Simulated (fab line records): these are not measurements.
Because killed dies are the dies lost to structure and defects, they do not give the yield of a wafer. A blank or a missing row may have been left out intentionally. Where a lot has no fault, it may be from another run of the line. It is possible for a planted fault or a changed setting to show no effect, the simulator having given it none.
Matching of chambers | flow n5_finfet | N5_GATE_CUT_ETCH_58 on rie_diel-04: 4 sister chambers
The step etches SiNx in CH3F/O2, target depth 17 nm, time 128.6 s. 16 wafers are shown with their chamber, then 8 later ones without.

== WAFERS, EACH WITH ITS CHAMBER ==
wafer  | chamber | drypump_motor_current_A (A) | showerhead_plenum_p_Torr (Torr) | oes_product_au (a.u.)
L074.2 | 0       | 6.1                         | 2.00                            | 0.76
L074.3 | 2       | 6.5                         | 1.91                            | 0.71
L074.5 | 0       | 6.2                         | 2.00                            | 0.76
L077.2 | 1       | 5.6                         | 2.02                            | 0.80
L077.5 | 2       | 6.5                         | 1.91                            | 0.70
L077.6 | 3       | 5.0                         | 1.98                            | 0.69
L084.1 | 0       | 6.2                         | 2.00                            | 0.75
L084.5 | 0       | 6.1                         | 2.00                            | 0.75
L084.6 | 1       | 5.6                         | 2.01                            | 0.79
L085.2 | 2       | 6.5                         | 1.90                            | 0.70
L085.3 | 0       | 6.2                         | 2.00                            | 0.76
L085.5 | 0       | 6.2                         | 2.00                            | 0.76
L088.1 | 3       | 5.0                         | 1.98                            | 0.68
L088.3 | 0       | 6.2                         | 2.00                            | 0.74
L088.5 | 3       | 5.0                         | 1.98                            | 0.68
L089.1 | 3       | 5.0                         | 1.98                            | 0.68

SIGNATURES, as means of the wafers listed above
reading                  | chamber 0 | chamber 1 | chamber 2 | chamber 3 | scatter within a chamber
drypump_motor_current_A  | 6.171     | 5.600     | 6.500     | 5.000     | 0.0345
showerhead_plenum_p_Torr | 2.0000    | 2.0150    | 1.9067    | 1.9800    | 0.00312
oes_product_au           | 0.7543    | 0.7950    | 0.7033    | 0.6825    | 0.00685
Rule: distance of a wafer from a chamber = root of the sum over the readings of ((wafer's reading minus chamber's mean) / reading's scatter) squared. If the next closest chamber is less than 2 further off than the closest, the wafer can't be placed; otherwise it belongs to the closest. The scatter: take each reading less its chamber's mean, square it, sum over the shown wafers, divide by the number of wafers less the number of chambers, and take the root.

== WAFERS WITH NO CHAMBER GIVEN ==
wafer  | drypump_motor_current_A (A) | showerhead_plenum_p_Torr (Torr) | oes_product_au (a.u.)
L089.2 | 6.2                         | 2.00                            | 0.75
L089.5 | 5.6                         | 2.01                            | 0.78
L095.2 | 5.5                         | 2.01                            | 0.77
L095.3 | 5.0                         | 1.97                            | 0.68
L095.4 | 6.5                         | 1.90                            | 0.69
L096.2 | 5.5                         | 2.01                            | 0.76
L096.3 | 5.0                         | 1.97                            | 0.67
L096.6 | 6.2                         | 1.99                            | 0.72

== THE CHAMBER EACH PASSED THROUGH ==
wafer  | from the rows above | in truth
L089.2 | 0                   | 0
L089.5 | 1                   | 1
L095.2 | 1                   | 1
L095.3 | 3                   | 3
L095.4 | 2                   | 2
L096.2 | 1                   | 1
L096.3 | 3                   | 3
L096.6 | 0                   | 0
Placed correctly: 8 of 8. Number that these rows cannot place: 0. Wrongly placed: 0.
